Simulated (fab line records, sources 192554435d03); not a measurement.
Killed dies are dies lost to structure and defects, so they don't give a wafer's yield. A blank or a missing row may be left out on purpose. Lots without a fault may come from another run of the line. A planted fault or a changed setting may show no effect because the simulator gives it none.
Problem report in the 8D (eight disciplines) form, filled by code | flow n5_finfet | the parts of the form that need people (team, actions taken, sign-off) are left out

1. THE PROBLEM
exposure_dose_mJ_cm2 at N5_BEOL_M3_EXPOSE_08 reads a mean of 34.07 on 3 wafers of 1 lot; wafers without a fault read 33.04 with a standard deviation of 0.25. That is +4.1 standard deviations from the usual mean.
The step: exposes mask M3.
First seen on wafer L616.1, day 11 05:33, on euv_scanner-02. The record holds 30 wafers of 10 lots with a number at this step. Rule for "out", or "out of limits": more than 4 standard deviations from the usual mean. The other wafers with a number count as sound.

2. WHAT IT IS AND WHAT IT IS NOT
question                    | is                     | is not
which readings at this step | exposure_dose_mJ_cm2   | -
which lots                  | L616                   | L600, L601, L603, L605, L608, L609, L610, L611, L619
which wafers of those lots  | all that have a number | -
read on which tools         | euv_scanner-02         | euv_scanner-01
when                        | from day 11 05:33      | up to then (24 sound wafers); but 3 sound wafers of L619 came after

3. SUSPECTS, AND WHAT RULES EACH OUT
Counting: a tool at a process step up to the reading stays a suspect if it ran every lot that is out and no sound lot after the first of them.
- cvd_co-02 at N5_BEOL_M2_CO_CAP_55 (material Co, precursor CCTBA/H2, target thk 2 nm, time 102.1 s): kept. It ran the lot that is out, L616 (day 11 04:17), and no sound lot after that; its last sound lot up to then is L610 (day 9 21:01).
- euv_scanner-02 at N5_BEOL_M3_EXPOSE_08 (exposes mask M3): kept. It ran the lot that is out, L616 (day 11 05:33), and no sound lot after that; its last sound lot up to then is L610 (day 9 21:59). Its own readings are out on those wafers: exposure_dose_mJ_cm2.
Left after counting: cvd_co-02 at N5_BEOL_M2_CO_CAP_55, euv_scanner-02 at N5_BEOL_M3_EXPOSE_08.

4. THE CAUSE (what the simulator had put in)
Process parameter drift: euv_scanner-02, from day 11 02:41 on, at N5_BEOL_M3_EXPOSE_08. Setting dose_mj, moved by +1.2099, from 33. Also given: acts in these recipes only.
Counting left 2 suspects, and this tool is among them.

5. THE CHAIN OF EFFECTS, in route order
Each row: a reading whose mean over the struck wafers that have a number lies more than 3 standard deviations from the usual. Only readings for which the record gives a usual standard deviation are gone through. hours: the time from each lot's start at the first step in this table that gives one to its start at this step, as a median over the lots. sigmas: the change in usual standard deviations.
hours | step                    | reading              | usual  | on struck wafers | change | sigmas
0     | N5_BEOL_M3_EXPOSE_08    | exposure_dose_mJ_cm2 | 33.04  | 34.07            | +1.03  | +4.1
137   | N5_PASSIVATION_PROBE_49 | defect_limited_yield | 91.3 % | 82.9             | -8.4   | -6.5
137   | N5_PASSIVATION_PROBE_49 | killed_at_M0_to_M3   | 35     | 127              | +92    | +9.9
137   | N5_PASSIVATION_PROBE_49 | killed_dies          | 103    | 202              | +99    | +6.6
137   | N5_PASSIVATION_PROBE_49 | sort_bin_5_function  | 5.1 %  | 10.2             | +5.1   | +5.8
137   | N5_PASSIVATION_PROBE_49 | sort_bin_6_memory    | 3.3 %  | 6.1              | +2.8   | +4.4
137   | N5_PASSIVATION_PROBE_49 | sort_n_pass          | 1077   | 978              | -99    | -6.6
137   | N5_PASSIVATION_PROBE_49 | sort_yield_pct       | 91.3 % | 82.9             | -8.4   | -6.5
The process steps in it:
- N5_BEOL_M3_EXPOSE_08: exposes mask M3.
- N5_PASSIVATION_PROBE_49
Later measuring or inspecting steps at which every struck wafer that the step has a row for has a number for every such reading, and none has moved that far: N5_BEOL_M3_CD_MEAS_11, N5_BEOL_M3_INSPECT_13, N5_BEOL_M4_RC_MEAS_101.

6. WHAT WOULD HAVE CAUGHT IT SOONER
In this record the first reading out of limits was taken at day 11 05:33, 3 hours after the fault began at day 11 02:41.
